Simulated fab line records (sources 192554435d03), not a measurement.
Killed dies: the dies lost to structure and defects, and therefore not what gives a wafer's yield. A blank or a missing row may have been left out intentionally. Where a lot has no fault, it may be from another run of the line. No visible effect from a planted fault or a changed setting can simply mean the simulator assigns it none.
fab line records + flow n5_finfet
[record]
- lots = 10
- wafers = 30
- last_day = 18
route steps=1938 shown HKMG_FIN@431 GATE_CUT@465 BEOL_M4@1111 PASSIVATION@1936
lots untouched by any fault: they come from a run of this same line in which no faults occurred
start_h: the number of hours between the record's first day and the start of the first shown wafer of the lot + wait_h: hours since the lot's step before + " repeats the value in the row above + L1.1+2: one row covering several wafers at once + - no value present, or no start provided + * or withheld: withheld + < > ~ a bound
route shown NAME@n: a module of which the file shows steps, and the number in the route of the first + usual: mean/standard deviation of fault-free wafers + same: alike in all rows + chamber/n: place in a boat + sites: readings site by site + _std_site: standard deviation of those values + _edge_site: mean of outer sites minus mean of inner sites + radius_mm: how far each site lies from the wafer's centre + mask NAME#n: copy n + behind: the last tool/chamber to shape the wafer + hold: what put the lot on hold/how long, in hours/how the hold closed + device: whichever transistor did not switch (one of n, p or np) + end of line: the route-end tests of the same wafers + where a step has no rows: the recipe by itself + killed: at the first sort, the dies lost to defects and structure; wafer yield is something else + map: shows each die of a wafer: x if killed, . if not, _ if none is there
set.NAME: setting as actually run; set.NAME@STEP: the setting as run at that earlier step + model.NAME: the simulator's own value behind a step, which no gauge read
one table for each step of the route and one row for each wafer, over a sample of lots
services: when a tool's chamber went out of use (start_h, in hours from the record's first day, below 0 if earlier), for how many hours, and the reason
[[steps]]
[step N5_HKMG_FIN_OVL_MEAS_13]
[recipe]
- points_per_wafer = 44
[usual]
- NWFM_OVL = 0.0/0.67
| lot.wafer | tool       | chamber | start_h | wait_h | NWFM_OVL[nm] |
|-----------|------------|---------|---------|--------|--------------|
| L698.2    | overlay-02 | 0       | 78.25   | 0.0    | -1.0         |
| L698.5    | "          | 0       | "       | "      | -0.4         |
| L698.6    | "          | 0       | "       | "      | 0.1          |
| L700.3    | overlay-02 | 0       | 87.24   | 0.0    | 0.0          |
| L700.5    | "          | 0       | "       | "      | -0.3         |
| L700.6    | "          | 0       | "       | "      | -0.6         |
| L702.1    | overlay-02 | 0       | 98.37   | 0.0    | 1.0          |
| L702.2    | "          | 0       | "       | "      | 0.6          |
| L702.6    | "          | 0       | "       | "      | 0.3          |
| L704.3    | overlay-02 | 0       | 112.52  | 0.0    | -0.5         |
| L704.4    | "          | 0       | "       | "      | -0.6         |
| L704.5    | "          | 0       | "       | "      | -1.5         |
| L706.2    | overlay-02 | 0       | 128.43  | 0.0    | 0.1          |
| L706.5    | "          | 0       | "       | "      | -0.2         |
| L706.6    | "          | 0       | "       | "      | -0.1         |
| L707.2    | overlay-01 | 0       | 131.30  | 0.0    | 0.5          |
| L707.4    | "          | 0       | "       | "      | 0.1          |
| L707.6    | "          | 0       | "       | "      | -0.1         |
| L715.2    | overlay-02 | 0       | 176.52  | 0.0    | -0.3         |
| L715.4    | "          | 0       | "       | "      | -0.5         |
| L715.6    | "          | 0       | "       | "      | -0.2         |
| L717.2    | overlay-01 | 0       | 189.10  | 0.0    | -0.1         |
| L717.3    | "          | 0       | "       | "      | -0.3         |
| L717.4    | "          | 0       | "       | "      | 0.9          |
| L720.2    | overlay-02 | 0       | 207.36  | 0.0    | -0.2         |
| L720.3    | "          | 0       | "       | "      | -0.6         |
| L720.5    | "          | 0       | "       | "      | 0.0          |
| L721.1    | overlay-02 | 0       | 217.24  | 0.0    | 0.6          |
| L721.4    | "          | 0       | "       | "      | -0.5         |
| L721.5    | "          | 0       | "       | "      | 0.9          |
[step N5_HKMG_FIN_STRIP_88]
[recipe]
- chemistry = N2/H2
- power_w = 2500
- temp_c = 300
- h2_frac = 0.65
- time_s = 360
- pressure_mtorr = withheld
- n2_flow_sccm = 1750
- h2_flow_sccm = 3250
[usual]
- drypump_motor_current_A = 5.6/0.44
- heater_power_w = 435/36
| lot.wafer | tool            | chamber | start_h | wait_h | drypump_motor_current_A | heater_power_w | rf_hours_counter_h |
|-----------|-----------------|---------|---------|--------|-------------------------|----------------|--------------------|
| L698.2    | plasma_asher-02 | 0       | 79.88   | 0.0    | 5.4                     | 448            | 35                 |
| L698.5    | "               | 0       | "       | "      | 5.4                     | 458            | -                  |
| L698.6    | "               | 1       | "       | "      | 5.1                     | 372            | -                  |
| L700.3    | plasma_asher-02 | 0       | 89.00   | 0.1    | 5.4                     | 460            | -                  |
| L700.5    | "               | 1       | "       | "      | 5.1                     | 371            | -                  |
| L700.6    | "               | 0       | "       | "      | 5.4                     | 454            | -                  |
| L702.1    | plasma_asher-01 | 1       | 100.05  | 0.0    | 6.3                     | 443            | 92                 |
| L702.2    | "               | 0       | "       | "      | 5.7                     | 469            | 92                 |
| L702.6    | "               | 0       | "       | "      | 5.6                     | 469            | -                  |
| L704.3    | plasma_asher-01 | 0       | 114.33  | 0.1    | 5.6                     | 463            | -                  |
| L704.4    | "               | 1       | "       | "      | 6.3                     | 433            | -                  |
| L704.5    | "               | 0       | "       | "      | 5.6                     | 470            | -                  |
| L706.2    | plasma_asher-02 | 0       | 130.52  | 0.0    | 5.4                     | 452            | 46                 |
| L706.5    | "               | 1       | "       | "      | 5.1                     | 384            | -                  |
| L706.6    | "               | 0       | "       | "      | 5.4                     | 461            | -                  |
| L707.2    | plasma_asher-02 | 1       | 133.12  | 0.0    | 5.1                     | 385            | 47                 |
| L707.4    | "               | 1       | "       | "      | 5.1                     | 375            | -                  |
| L707.6    | "               | 1       | "       | "      | 5.1                     | 372            | -                  |
| L715.2    | plasma_asher-01 | 1       | 178.47  | 0.0    | 6.3                     | 459            | 108                |
| L715.4    | "               | 0       | "       | "      | 5.6                     | 463            | -                  |
| L715.6    | "               | 1       | "       | "      | 6.3                     | 445            | -                  |
| L717.2    | plasma_asher-02 | 0       | 190.76  | 0.0    | 5.4                     | 466            | 58                 |
| L717.3    | "               | 0       | "       | "      | 5.4                     | 454            | -                  |
| L717.4    | "               | 1       | "       | "      | 5.1                     | 377            | -                  |
| L720.2    | plasma_asher-02 | 1       | 208.99  | 0.0    | 5.1                     | 375            | 62                 |
| L720.3    | "               | 0       | "       | "      | 5.4                     | 452            | -                  |
| L720.5    | "               | 1       | "       | "      | 5.1                     | 373            | -                  |
| L721.1    | plasma_asher-02 | 0       | 219.11  | 0.0    | 5.4                     | 466            | 64                 |
| L721.4    | "               | 0       | "       | "      | 5.4                     | 461            | -                  |
| L721.5    | "               | 0       | "       | "      | 5.4                     | 455            | -                  |
[step N5_HKMG_FIN_ALD_71]
[recipe]
- material = TiN
- target_thk_a = 10
- temp_c = 400
- ald_precursor_family = TiCl4
- ald_co_reactant = NH3
- pulse_time_s = 1
- purge_time_s = 3
- co_reactant_purge_time_s = 2
- co_reactant_pulse_time_s = 2
- ald_cycles = 47
- pressure_torr = 3
[usual]
- heater_power_w = 868/100
- precursor_pulse_height_rel = 1.000/0.019
- susceptor_temp_C = 400.01/0.23
| lot.wafer | tool         | chamber | start_h | wait_h | heater_power_w | precursor_pulse_height_rel | susceptor_temp_C |
|-----------|--------------|---------|---------|--------|----------------|----------------------------|------------------|
| L698.2    | ald_metal-03 | 0       | 80.36   | 0.0    | 1040           | 1.002                      | 399.51           |
| L698.5    | "            | 3       | "       | "      | 840            | 1.005                      | 400.23           |
| L698.6    | "            | 2       | "       | "      | 930            | 1.025                      | 400.00           |
| L700.3    | ald_metal-03 | 3       | 89.36   | 0.0    | 827            | 0.999                      | 400.12           |
| L700.5    | "            | 1       | "       | "      | 759            | 0.989                      | 400.14           |
| L700.6    | "            | 2       | "       | "      | 917            | 0.976                      | 400.14           |
| L702.1    | ald_metal-04 | 0       | 100.55  | 0.0    | 931            | 1.008                      | 399.84           |
| L702.2    | "            | 1       | "       | "      | 799            | 0.994                      | 400.02           |
| L702.6    | "            | 2       | "       | "      | 854            | 0.983                      | 399.79           |
| L704.3    | ald_metal-03 | 2       | 114.69  | 0.0    | 897            | 1.018                      | 399.83           |
| L704.4    | "            | 3       | "       | "      | 862            | 0.979                      | 399.42           |
| L704.5    | "            | 2       | "       | "      | 915            | 1.023                      | 399.84           |
| L706.2    | ald_metal-04 | 1       | 131.01  | 0.0    | 828            | 1.004                      | 399.70           |
| L706.5    | "            | 1       | "       | "      | 812            | 1.022                      | 399.46           |
| L706.6    | "            | 0       | "       | "      | 905            | 1.003                      | 399.67           |
| L707.2    | ald_metal-04 | 0       | 133.60  | 0.0    | 933            | 0.988                      | 399.98           |
| L707.4    | "            | 1       | "       | "      | 849            | 0.998                      | 399.75           |
| L707.6    | "            | 2       | "       | "      | 857            | 0.983                      | 400.38           |
| L715.2    | ald_metal-03 | 0       | 178.95  | 0.0    | 1061           | 0.991                      | 400.38           |
| L715.4    | "            | 2       | "       | "      | 912            | 1.009                      | 399.86           |
| L715.6    | "            | 3       | "       | "      | 842            | 0.989                      | 400.07           |
| L717.2    | ald_metal-03 | 2       | 191.24  | 0.0    | 908            | 0.994                      | 400.01           |
| L717.3    | "            | 3       | "       | "      | 829            | 1.010                      | 400.36           |
| L717.4    | "            | 1       | "       | "      | 742            | 1.000                      | 399.88           |
| L720.2    | ald_metal-04 | 2       | 209.48  | 0.0    | 823            | 1.000                      | 399.67           |
| L720.3    | "            | 0       | "       | "      | 931            | 0.957                      | 400.19           |
| L720.5    | "            | 1       | "       | "      | 802            | 1.036                      | 399.90           |
| L721.1    | ald_metal-03 | 0       | 219.60  | 0.0    | 1040           | 1.012                      | 400.24           |
| L721.4    | "            | 1       | "       | "      | 750            | 0.982                      | 399.93           |
| L721.5    | "            | 0       | "       | "      | 1040           | 0.976                      | 400.11           |
[step N5_GATE_CUT_ETCHBACK_00]
[recipe]
- chemistry = SF6/Cl2
- target = W
- pressure_mtorr = 8
- icp_w = 900
- bias_w = 80
- SF6_flow_sccm = 40
- Cl2_flow_sccm = 60
[usual]
- drypump_motor_current_A = 6.1/0.34
- he_backside_leak_sccm = 3.41/0.25
- oes_product_au = 0.74/0.092
- throttle_valve_pct = 27.52/0.28
| lot.wafer | tool         | chamber | start_h | wait_h | drypump_motor_current_A | he_backside_leak_sccm | oes_product_au | rf_hours_counter_h | throttle_valve_pct |
|-----------|--------------|---------|---------|--------|-------------------------|-----------------------|----------------|--------------------|--------------------|
| L698.2    | rie_metal-02 | 1       | 82.73   | 0.0    | 5.9                     | 3.44                  | 0.89           | 8                  | 27.51              |
| L698.5    | "            | 0       | "       | "      | 5.9                     | 3.36                  | 0.64           | -                  | 27.82              |
| L698.6    | "            | 1       | "       | "      | 5.9                     | 3.46                  | 0.90           | -                  | 27.53              |
| L700.3    | rie_metal-01 | 0       | 91.88   | 0.1    | 6.3                     | 3.25                  | 0.69           | -                  | 27.63              |
| L700.5    | "            | 1       | "       | "      | 6.3                     | 3.60                  | 0.88           | -                  | 27.16              |
| L700.6    | "            | 0       | "       | "      | 6.3                     | 3.64                  | 0.69           | -                  | 27.62              |
| L702.1    | rie_metal-03 | 0       | 103.06  | 0.0    | 5.3                     | 3.71                  | 0.65           | 101                | 27.10              |
| L702.2    | "            | 1       | "       | "      | 6.4                     | 3.10                  | 0.76           | 50                 | 27.80              |
| L702.6    | "            | 1       | "       | "      | 6.4                     | 3.28                  | 0.77           | -                  | 27.79              |
| L704.3    | rie_metal-01 | 1       | 117.09  | 0.1    | 6.3                     | 5.76                  | 0.87           | -                  | 27.18              |
| L704.4    | "            | 0       | "       | "      | 6.2                     | 3.23                  | 0.68           | -                  | 27.63              |
| L704.5    | "            | 0       | "       | "      | 6.3                     | 3.39                  | 0.68           | -                  | 27.63              |
| L706.2    | rie_metal-01 | 1       | 133.44  | 0.0    | 6.3                     | 3.39                  | 0.86           | 16                 | 27.17              |
| L706.5    | "            | 0       | "       | "      | 6.2                     | 2.95                  | 0.68           | -                  | 27.63              |
| L706.6    | "            | 1       | "       | "      | 6.3                     | 3.33                  | 0.87           | -                  | 27.18              |
| L707.2    | rie_metal-03 | 0       | 135.96  | 0.0    | 5.3                     | 3.44                  | 0.64           | 104                | 27.11              |
| L707.4    | "            | 0       | "       | "      | 5.3                     | 3.57                  | 0.64           | -                  | 27.11              |
| L707.6    | "            | 1       | "       | "      | 6.4                     | 3.35                  | 0.75           | -                  | 27.81              |
| L715.2    | rie_metal-02 | 1       | 181.88  | 0.0    | 5.9                     | 3.28                  | 1.09           | 16                 | 27.52              |
| L715.4    | "            | 0       | "       | "      | 5.9                     | 3.35                  | 0.64           | -                  | 27.83              |
| L715.6    | "            | 1       | "       | "      | 5.9                     | 3.47                  | 1.09           | -                  | 27.52              |
| L717.2    | rie_metal-02 | 1       | 193.61  | 0.0    | 5.9                     | 3.25                  | 1.09           | 16                 | 27.55              |
| L717.3    | "            | 1       | "       | "      | 6.0                     | 3.46                  | 0.85           | -                  | 27.52              |
| L717.4    | "            | 0       | "       | "      | 5.9                     | 3.39                  | 0.63           | -                  | 27.84              |
| L720.2    | rie_metal-01 | 0       | 211.90  | 0.0    | 6.3                     | 3.27                  | 0.66           | 99                 | 27.64              |
| L720.3    | "            | 0       | "       | "      | 6.3                     | 3.38                  | 0.67           | -                  | 27.66              |
| L720.5    | "            | 0       | "       | "      | 6.3                     | 3.52                  | 0.66           | -                  | 27.64              |
| L721.1    | rie_metal-03 | 1       | 221.96  | 0.0    | 6.4                     | 3.30                  | 0.73           | 62                 | 27.82              |
| L721.4    | "            | 1       | "       | "      | 6.4                     | 3.46                  | 0.73           | -                  | 27.83              |
| L721.5    | "            | 1       | "       | "      | 6.4                     | 3.43                  | 0.74           | -                  | 27.81              |
[step N5_BEOL_M4_RC_MEAS_101]
[usual]
- DIBL_N = 36.5/2
- DIBL_P = 36.5/2.3
- IOFF_N = 0.16/0.036
- IOFF_P = 0.21/0.037
- ION_N = 672/12
- ION_P = 459/7.1
- SS_N = 71.6/0.73
- SS_P = 73.4/0.76
- VT_N = 250/3.3
- VT_P = -250.5/2.9
| lot.wafer | tool      | chamber | start_h | wait_h | DIBL_N[mV/V] | DIBL_P[mV/V] | IOFF_N[nA/um] | IOFF_P[nA/um] | ION_N[uA/um] | ION_P[uA/um] | SS_N[mV/dec] | SS_P[mV/dec] | VT_N[mV] | VT_P[mV] |
|-----------|-----------|---------|---------|--------|--------------|--------------|---------------|---------------|--------------|--------------|--------------|--------------|----------|----------|
| L698.2    | prober-02 | 0       | 182.99  | 0.2    | 31.8         | 34.0         | 0.12          | 0.17          | 671          | 462          | 71.2         | 72.4         | 252      | -250.3   |
| L698.5    | "         | 0       | "       | "      | 33.0         | 34.7         | 0.13          | 0.17          | 659          | 450          | 70.6         | 72.4         | 254      | -253.8   |
| L698.6    | "         | 0       | "       | "      | 34.4         | 37.4         | 0.16          | 0.20          | 675          | 461          | 70.9         | 73.5         | 250      | -249.8   |
| L700.3    | prober-01 | 0       | 186.54  | 0.3    | 36.6         | 33.7         | 0.13          | 0.17          | 661          | 458          | 71.9         | 72.1         | 251      | -253.6   |
| L700.5    | "         | 0       | "       | "      | 36.1         | 33.6         | 0.13          | 0.18          | 668          | 455          | 70.7         | 72.0         | 251      | -250.0   |
| L700.6    | "         | 0       | "       | "      | 38.4         | 36.9         | 0.17          | 0.22          | 687          | 471          | 72.0         | 73.1         | 245      | -247.1   |
| L702.1    | prober-01 | 0       | 199.42  | 0.0    | 40.0         | 39.5         | 0.23          | 0.28          | 695          | 472          | 72.2         | 74.4         | 246      | -246.4   |
| L702.2    | "         | 0       | "       | "      | 40.9         | 41.1         | 0.25          | 0.32          | 679          | 457          | 72.4         | 74.7         | 245      | -248.5   |
| L702.6    | "         | 0       | "       | "      | 35.9         | 34.9         | 0.14          | 0.19          | 657          | 451          | 71.0         | 73.1         | 251      | -251.8   |
| L704.3    | prober-02 | 0       | 201.96  | 0.3    | 37.3         | 35.9         | 0.20          | 0.24          | 665          | 450          | 71.8         | 73.2         | 244      | -250.3   |
| L704.4    | "         | 0       | "       | "      | 36.1         | 35.1         | 0.18          | 0.24          | 679          | 467          | 71.3         | 73.1         | 249      | -250.9   |
| L704.5    | "         | 0       | "       | "      | 35.4         | 33.9         | 0.17          | 0.21          | 689          | 470          | 71.3         | 73.8         | 246      | -248.8   |
| L706.2    | prober-01 | 0       | 227.04  | 0.2    | 36.7         | 35.7         | 0.15          | 0.18          | 670          | 459          | 70.9         | 73.6         | 249      | -253.0   |
| L706.5    | "         | 0       | "       | "      | 34.2         | 33.3         | 0.12          | 0.16          | 660          | 451          | 70.6         | 72.8         | 252      | -255.4   |
| L706.6    | "         | 0       | "       | "      | 36.2         | 34.4         | 0.14          | 0.17          | 665          | 450          | 70.7         | 73.2         | 250      | -252.7   |
| L707.2    | prober-02 | 0       | 229.58  | 0.2    | 37.6         | 38.5         | 0.18          | 0.23          | 675          | 461          | 72.6         | 74.5         | 248      | -248.7   |
| L707.4    | "         | 0       | "       | "      | 36.0         | 36.5         | 0.15          | 0.19          | 680          | 461          | 71.7         | 73.3         | 249      | -250.3   |
| L707.6    | "         | 0       | "       | "      | 33.6         | 33.9         | 0.11          | 0.16          | 664          | 451          | 70.6         | 72.6         | 255      | -253.8   |
| L715.2    | prober-01 | 0       | 280.33  | 0.2    | 36.3         | 34.2         | 0.15          | 0.18          | 670          | 454          | 71.7         | 73.4         | 251      | -254.5   |
| L715.4    | "         | 0       | "       | "      | 36.5         | 35.2         | 0.15          | 0.19          | 683          | 465          | 71.3         | 73.0         | 248      | -249.9   |
| L715.6    | "         | 0       | "       | "      | 36.8         | 35.0         | 0.15          | 0.19          | 663          | 453          | 72.0         | 73.7         | 254      | -252.3   |
| L717.2    | prober-02 | 0       | 296.75  | 0.2    | 36.0         | 36.4         | 0.16          | 0.20          | 654          | 452          | 72.2         | 73.7         | 251      | -253.1   |
| L717.3    | "         | 0       | "       | "      | 32.4         | 33.5         | 0.12          | 0.16          | 668          | 463          | 70.2         | 72.5         | 250      | -252.6   |
| L717.4    | "         | 0       | "       | "      | 38.2         | 40.1         | 0.22          | 0.26          | 693          | 474          | 72.2         | 73.2         | 244      | -248.4   |
| L720.2    | prober-01 | 0       | 309.41  | 0.2    | 38.1         | 41.2         | 0.24          | 0.30          | 691          | 474          | 72.1         | 73.9         | 243      | -243.0   |
| L720.3    | "         | 0       | "       | "      | 37.5         | 39.5         | 0.21          | 0.26          | 684          | 467          | 71.8         | 74.3         | 248      | -246.6   |
| L720.5    | "         | 0       | "       | "      | 37.7         | 39.4         | 0.21          | 0.26          | 661          | 449          | 72.3         | 74.0         | 247      | -245.4   |
| L721.1    | prober-01 | 0       | 332.06  | 0.0    | 38.1         | 40.2         | 0.19          | 0.21          | 671          | 457          | 71.6         | 75.2         | 249      | -250.8   |
| L721.4    | "         | 0       | "       | "      | 39.1         | 40.6         | 0.22          | 0.23          | 682          | 457          | 72.8         | 74.2         | 246      | -251.5   |
| L721.5    | "         | 0       | "       | "      | 38.8         | 41.3         | 0.21          | 0.23          | 675          | 456          | 72.4         | 74.7         | 248      | -248.9   |
[step N5_PASSIVATION_PROBE_49]
[usual]
- defect_limited_yield = 91.4/1.4
- killed_at_M0_to_M3 = 33/11
- killed_at_M4_up = 13/5.3
- killed_at_contacts = 13/6.1
- killed_at_front_end = 40/11
- killed_at_other = 2.9/2.7
- killed_dies = 102/17
- killed_open = 68/13
- killed_short = 32/7.5
- sort_bin_5_function = 5.1/0.98
- sort_bin_6_memory = 3.2/0.69
- sort_n_pass = 1077/21
- sort_yield_pct = 91.3/1.7
[same]
- gross_dies = 1180
- killed_at_back_side = 0
- sort_bin_4_leakage[%] = 0
- sort_bin_8_speed[%] = 0
| lot.wafer | tool      | chamber | start_h | wait_h | defect_limited_yield[%] | killed_at_M0_to_M3 | killed_at_M4_up | killed_at_contacts | killed_at_front_end | killed_at_other | killed_dies | killed_open | killed_short | sort_bin_5_function[%] | sort_bin_6_memory[%] | sort_n_pass | sort_yield_pct[%] |
|-----------|-----------|---------|---------|--------|-------------------------|--------------------|-----------------|--------------------|---------------------|-----------------|-------------|-------------|--------------|------------------------|----------------------|-------------|-------------------|
| L700.3    | prober-01 | -       | 305.62  | 0.1    | 90.7                    | 24                 | 9               | 22                 | 53                  | 2               | 110         | 67          | 41           | 5.2                    | 3.6                  | 1070        | 90.7              |
| L700.5    | prober-01 | -       | 305.72  | 0.2    | 91.2                    | 32                 | 10              | 28                 | 31                  | 3               | 104         | 68          | 36           | 6.0                    | 2.6                  | 1076        | 91.2              |
| L700.6    | prober-01 | -       | 305.77  | 0.3    | 89.9                    | 28                 | 22              | 33                 | 33                  | 3               | 119         | 75          | 41           | 6.0                    | 3.3                  | 1061        | 89.9              |
| L706.2    | prober-02 | -       | 350.64  | 0.1    | 91.9                    | 36                 | 19              | 9                  | 31                  | 1               | 96          | 69          | 26           | 4.2                    | 3.6                  | 1084        | 91.9              |
| L706.5    | prober-02 | -       | 350.79  | 0.2    | 92.6                    | 23                 | 11              | 7                  | 42                  | 4               | 87          | 60          | 27           | 4.2                    | 3.0                  | 1093        | 92.6              |
| L706.6    | prober-02 | -       | 350.84  | 0.3    | 88.1                    | 44                 | 14              | 11                 | 71                  | 1               | 141         | 92          | 49           | 6.4                    | 4.8                  | 1039        | 88.1              |
// killed by level:class
L700.3 FIN_SAQP:geometric_particle:open=19 FIN_SAQP:geometric_particle:short=13 MOL_CONTACT_COAG:geometric_particle:open=13 MOL_CONTACT_COAG:geometric_particle:short=9 BEOL_M3:geometric_particle:open=6 BEOL_M4:geometric_particle:open=6 STARTING-WAFER:geometric_particle:open=6 BEOL_M0_SAQP:geometric_particle:short=4
L700.5 MOL_CONTACT_COAG:geometric_particle:open=22 FIN_SAQP:geometric_particle:open=10 STI_FIN_REVEAL:geometric_particle:open=9 BEOL_M0_SAQP:geometric_particle:short=7 MOL_CONTACT_COAG:geometric_particle:short=6 BEOL_M4:geometric_particle:open=6 BEOL_M0_SAQP:geometric_particle:open=5 BEOL_M0:geometric_particle:short=5
L700.6 MOL_CONTACT_COAG:geometric_particle:open=24 MOL_CONTACT_COAG:geometric_particle:short=9 BEOL_M1:geometric_particle:open=9 BEOL_M4:geometric_particle:open=9 FIN_SAQP:geometric_particle:open=8 STI_FIN_REVEAL:geometric_particle:open=5 GATE_CUT:geometric_particle:short=5 BEOL_M1:geometric_particle:short=4
L706.2 BEOL_M4:geometric_particle:open=11 BEOL_M0_SAQP:geometric_particle:open=10 STI_FIN_REVEAL:geometric_particle:open=9 MOL_CONTACT_COAG:geometric_particle:open=8 BEOL_M0_SAQP:geometric_particle:short=7 BEOL_M3:geometric_particle:open=7 FIN_SAQP:geometric_particle:open=4 GATE_CUT:geometric_particle:short=4
L706.5 STI_FIN_REVEAL:geometric_particle:open=14 BEOL_M3:geometric_particle:open=9 FIN_SAQP:geometric_particle:short=8 MOL_CONTACT_COAG:geometric_particle:open=6 BEOL_M1:geometric_particle:open=5 BEOL_M4:geometric_particle:open=5 FIN_SAQP:geometric_particle:open=4 BEOL_M0_SAQP:geometric_particle:short=4
L706.6 STI_FIN_REVEAL:geometric_particle:open=18 FIN_SAQP:geometric_particle:open=15 FIN_SAQP:geometric_particle:short=15 BEOL_M2:geometric_particle:open=10 BEOL_M0_SAQP:geometric_particle:open=9 MOL_CONTACT_COAG:geometric_particle:open=8 BEOL_M0_SAQP:geometric_particle:short=8 BEOL_M3:geometric_particle:open=8
[[services]]
| tool            | chamber | start_h | hours | kind   |
|-----------------|---------|---------|-------|--------|
| ald_metal-04    | -       | 121.19  | 1.0   | repair |
| rie_metal-02    | -       | 130.88  | 1.4   | pm     |
| plasma_asher-01 | -       | 132.64  | 4.5   | repair |
| rie_metal-02    | -       | 140.17  | 10.0  | pm     |
| plasma_asher-02 | -       | 172.77  | 8.9   | repair |
| ald_metal-03    | 2       | 193.46  | 5.1   | repair |
| rie_metal-03    | 1       | 198.33  | 4.6   | repair |
| ald_metal-03    | -       | 214.41  | 0.8   | repair |
| rie_metal-03    | 0       | 219.50  | 2.8   | repair |
[[key]]
[first_sign]
- step = N5_GATE_CUT_ETCHBACK_00
- reading = oes_product_au
- direction = up
- sigmas = 3.7
- usual = 0.74
- struck = 1.09
effect none on later readings
met_at N5_GATE_CUT_ETCHBACK_00
struck_lots L715,L717
struck_wafers L715.2,L715.6,L717.2
not_acting_at N5_HKMG_FIN_OVL_MEAS_13,N5_HKMG_FIN_STRIP_88,N5_HKMG_FIN_ALD_71
onset_between 82.73 181.88
[fault]
- kind = process_parameter_drift
- tool = rie_metal-02
- chamber = -
- onset_h = 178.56
- steps = N5_GATE_CUT_ETCHBACK_00
- channel = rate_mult
- offset = 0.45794
- shape = step
- end_h = 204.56
- scope = struck_wafers_only
